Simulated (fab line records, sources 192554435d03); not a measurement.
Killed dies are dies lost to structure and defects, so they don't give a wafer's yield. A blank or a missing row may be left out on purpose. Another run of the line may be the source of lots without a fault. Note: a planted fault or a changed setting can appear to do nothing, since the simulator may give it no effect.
Split-lot study || flow n5-finfet || 21 wafers read across 7 lots, on a route 1938 steps long

== SPLIT DETAILS ==
At N5_BEOL_M6_COAT_05 (resist thk 90 nm), the setting spin-rpm was moved away from the recipe's 1500 rpm on 4 of the 21 wafers read, by -3.9% to +9.3%. For the rest of the wafers, this setting stayed at what the recipe calls for.

== FROM THE SPLIT TO THE READING: what the file shows between them, 3 steps ==
- N5_BEOL_M6_EBR_07
- N5_BEOL_M6_SOFTBAKE_06: time 60 s
- N5_BEOL_M6_DESCUM_16: chemistry O2, time 7.9 s

== THE READING ==
CAR-ArF_of_BEOL_M6_COAT_05.thk-nm (the simulator's own value, which no gauge read), in nm, at N5_BEOL_M6_ETCH_61 (etches SiARC in CF4, target depth 45.5 nm, time 75.8 s). The file does not state a usual value for it. Across the 17 wafers here that went through the recipe, the average is 50.9 nm and the standard deviation 0.25 nm.

{"wafer": "L074.1", "tool, chamber at the split": "litho-track-05, 0", "spin-rpm as run, rpm": 1500, "against the recipe": "recipe", "CAR-ArF_of_BEOL_M6_COAT_05.thk-nm, nm": 51.4, "against lot-mates on the recipe": "-"}
{"wafer": "L074.2", "tool, chamber at the split": "litho-track-05, 0", "spin-rpm as run, rpm": 1500, "against the recipe": "recipe", "CAR-ArF_of_BEOL_M6_COAT_05.thk-nm, nm": 50.8, "against lot-mates on the recipe": "-"}
{"wafer": "L074.3", "tool, chamber at the split": "litho-track-05, 0", "spin-rpm as run, rpm": 1500, "against the recipe": "recipe", "CAR-ArF_of_BEOL_M6_COAT_05.thk-nm, nm": 51, "against lot-mates on the recipe": "-"}
{"wafer": "L076.2", "tool, chamber at the split": "litho-track-03, 0", "spin-rpm as run, rpm": 1500, "against the recipe": "recipe", "CAR-ArF_of_BEOL_M6_COAT_05.thk-nm, nm": 50.8, "against lot-mates on the recipe": "-"}
{"wafer": "L076.3", "tool, chamber at the split": "litho-track-03, 0", "spin-rpm as run, rpm": 1500, "against the recipe": "recipe", "CAR-ArF_of_BEOL_M6_COAT_05.thk-nm, nm": 51.2, "against lot-mates on the recipe": "-"}
{"wafer": "L076.6", "tool, chamber at the split": "litho-track-03, 0", "spin-rpm as run, rpm": 1500, "against the recipe": "recipe", "CAR-ArF_of_BEOL_M6_COAT_05.thk-nm, nm": 51, "against lot-mates on the recipe": "-"}
{"wafer": "L080.1", "tool, chamber at the split": "litho-track-03, 0", "spin-rpm as run, rpm": 1500, "against the recipe": "recipe", "CAR-ArF_of_BEOL_M6_COAT_05.thk-nm, nm": 50.8, "against lot-mates on the recipe": "-"}
{"wafer": "L080.3", "tool, chamber at the split": "litho-track-03, 0", "spin-rpm as run, rpm": 1500, "against the recipe": "recipe", "CAR-ArF_of_BEOL_M6_COAT_05.thk-nm, nm": 50.8, "against lot-mates on the recipe": "-"}
{"wafer": "L080.6", "tool, chamber at the split": "litho-track-03, 0", "spin-rpm as run, rpm": 1500, "against the recipe": "recipe", "CAR-ArF_of_BEOL_M6_COAT_05.thk-nm, nm": 51, "against lot-mates on the recipe": "-"}
{"wafer": "L078.4", "tool, chamber at the split": "litho-track-04, 0", "spin-rpm as run, rpm": 1639, "against the recipe": "+9.3%", "CAR-ArF_of_BEOL_M6_COAT_05.thk-nm, nm": 47.4, "against lot-mates on the recipe": -3.4}
{"wafer": "L078.5", "tool, chamber at the split": "litho-track-04, 0", "spin-rpm as run, rpm": 1500, "against the recipe": "recipe", "CAR-ArF_of_BEOL_M6_COAT_05.thk-nm, nm": 50.8, "against lot-mates on the recipe": "-"}
{"wafer": "L078.6", "tool, chamber at the split": "litho-track-04, 0", "spin-rpm as run, rpm": 1639, "against the recipe": "+9.3%", "CAR-ArF_of_BEOL_M6_COAT_05.thk-nm, nm": 46.8, "against lot-mates on the recipe": -4.0}
{"wafer": "L084.1", "tool, chamber at the split": "litho-track-04, 0", "spin-rpm as run, rpm": 1500, "against the recipe": "recipe", "CAR-ArF_of_BEOL_M6_COAT_05.thk-nm, nm": 51, "against lot-mates on the recipe": "-"}
{"wafer": "L084.2", "tool, chamber at the split": "litho-track-04, 0", "spin-rpm as run, rpm": 1442, "against the recipe": "-3.9%", "CAR-ArF_of_BEOL_M6_COAT_05.thk-nm, nm": 53, "against lot-mates on the recipe": "+2.0"}
{"wafer": "L084.4", "tool, chamber at the split": "litho-track-04, 0", "spin-rpm as run, rpm": 1442, "against the recipe": "-3.9%", "CAR-ArF_of_BEOL_M6_COAT_05.thk-nm, nm": 53, "against lot-mates on the recipe": "+2.0"}
{"wafer": "L089.2", "tool, chamber at the split": "litho-track-05, 0", "spin-rpm as run, rpm": 1500, "against the recipe": "recipe", "CAR-ArF_of_BEOL_M6_COAT_05.thk-nm, nm": 50.6, "against lot-mates on the recipe": "-"}
{"wafer": "L089.6", "tool, chamber at the split": "litho-track-05, 0", "spin-rpm as run, rpm": 1500, "against the recipe": "recipe", "CAR-ArF_of_BEOL_M6_COAT_05.thk-nm, nm": 50.6, "against lot-mates on the recipe": "-"}
{"wafer": "L089.4", "tool, chamber at the split": "litho-track-05, 0", "spin-rpm as run, rpm": 1500, "against the recipe": "recipe", "CAR-ArF_of_BEOL_M6_COAT_05.thk-nm, nm": 50.4, "against lot-mates on the recipe": "-"}
{"wafer": "L093.2", "tool, chamber at the split": "litho-track-05, 0", "spin-rpm as run, rpm": 1500, "against the recipe": "recipe", "CAR-ArF_of_BEOL_M6_COAT_05.thk-nm, nm": 50.8, "against lot-mates on the recipe": "-"}
{"wafer": "L093.5", "tool, chamber at the split": "litho-track-05, 0", "spin-rpm as run, rpm": 1500, "against the recipe": "recipe", "CAR-ArF_of_BEOL_M6_COAT_05.thk-nm, nm": 50.6, "against lot-mates on the recipe": "-"}
{"wafer": "L093.6", "tool, chamber at the split": "litho-track-05, 0", "spin-rpm as run, rpm": 1500, "against the recipe": "recipe", "CAR-ArF_of_BEOL_M6_COAT_05.thk-nm, nm": 51.2, "against lot-mates on the recipe": "-"}

THE FIT
A straight line over all 21 wafers: CAR-ArF_of_BEOL_M6_COAT_05.thk-nm changes by -0.432 nm for each +1% of spin-rpm; r = -0.98; the points scatter about the line by 0.3 nm.
The same after taking each lot's own level away (the mean of its wafers on the recipe; 21 wafers): -0.42 nm for each +1%; r = -0.99; scatter 0.23 nm.
On that fit, the largest move of spin-rpm shifts the reading by 3.9 nm.
The span of the lots' own levels, 50.53 to 51.07 nm, comes to 2.2 times the standard deviation stated above.
Hence the lot-to-lot level has little effect on the slope; both slopes agree.
Check: for one of the wafers moved furthest among these (+9.3%), held out of the fit, the line's prediction against its lot-mates is -4.17 nm. It came out at -3.4 nm against them.

== THESE WAFERS: OTHER SPLITS ==
These wafers also went through other splits before the reading. Each is held against what the fit with the lots' levels taken away leaves over:
{"other split on the same wafers": "N5_BEOL_M2_TRENCH_ETCH_37 source-w", "wafers away from the commonest value": 2, "r with CAR-ArF_of_BEOL_M6_COAT_05.thk-nm (lot level and that fit taken away)": -0.14}
{"other split on the same wafers": "N5_BEOL_M3_COAT_67 spin-rpm", "wafers away from the commonest value": 5, "r with CAR-ArF_of_BEOL_M6_COAT_05.thk-nm (lot level and that fit taken away)": "+0.23"}
{"other split on the same wafers": "N5_BEOL_M3_ETCH_41 target-depth-a", "wafers away from the commonest value": 6, "r with CAR-ArF_of_BEOL_M6_COAT_05.thk-nm (lot level and that fit taken away)": "+0.45"}
{"other split on the same wafers": "N5_BEOL_M4_COAT_73 spin-rpm", "wafers away from the commonest value": 5, "r with CAR-ArF_of_BEOL_M6_COAT_05.thk-nm (lot level and that fit taken away)": "+0.03"}
{"other split on the same wafers": "N5_BEOL_M4_COAT_05 spin-rpm", "wafers away from the commonest value": 5, "r with CAR-ArF_of_BEOL_M6_COAT_05.thk-nm (lot level and that fit taken away)": "+0.30"}

== THE WHOLE CHAIN: every reading that the file lists as answering this split, in the file's order ==
{"step": "N5_BEOL_M6_COAT_05", "what it does": "resist thk 90 nm", "reading": "CAR-ArF_of_BEOL_M6_COAT_05.thk-nm (the simulator's own value, which no gauge read)", "change (the file's fit)": "-0.404 nm for each +1% of the setting", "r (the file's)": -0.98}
{"step": "N5_BEOL_M6_DESCUM_16", "what it does": "chemistry O2, time 7.9 s", "reading": "CAR-ArF_of_BEOL_M6_COAT_05.thk-nm (the simulator's own value, which no gauge read)", "change (the file's fit)": "-0.415 nm for each +1% of the setting", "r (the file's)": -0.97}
{"step": "N5_BEOL_M6_ETCH_61", "what it does": "etches SiARC in CF4, target depth 45.5 nm, time 75.8 s", "reading": "CAR-ArF_of_BEOL_M6_COAT_05.thk-nm (the simulator's own value, which no gauge read)", "change (the file's fit)": "-0.417 nm for each +1% of the setting", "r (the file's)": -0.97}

== THE FILE'S OWN FIT ==
CAR-ArF_of_BEOL_M6_COAT_05.thk-nm changes by -0.417 nm for each +1% of spin-rpm, r = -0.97.
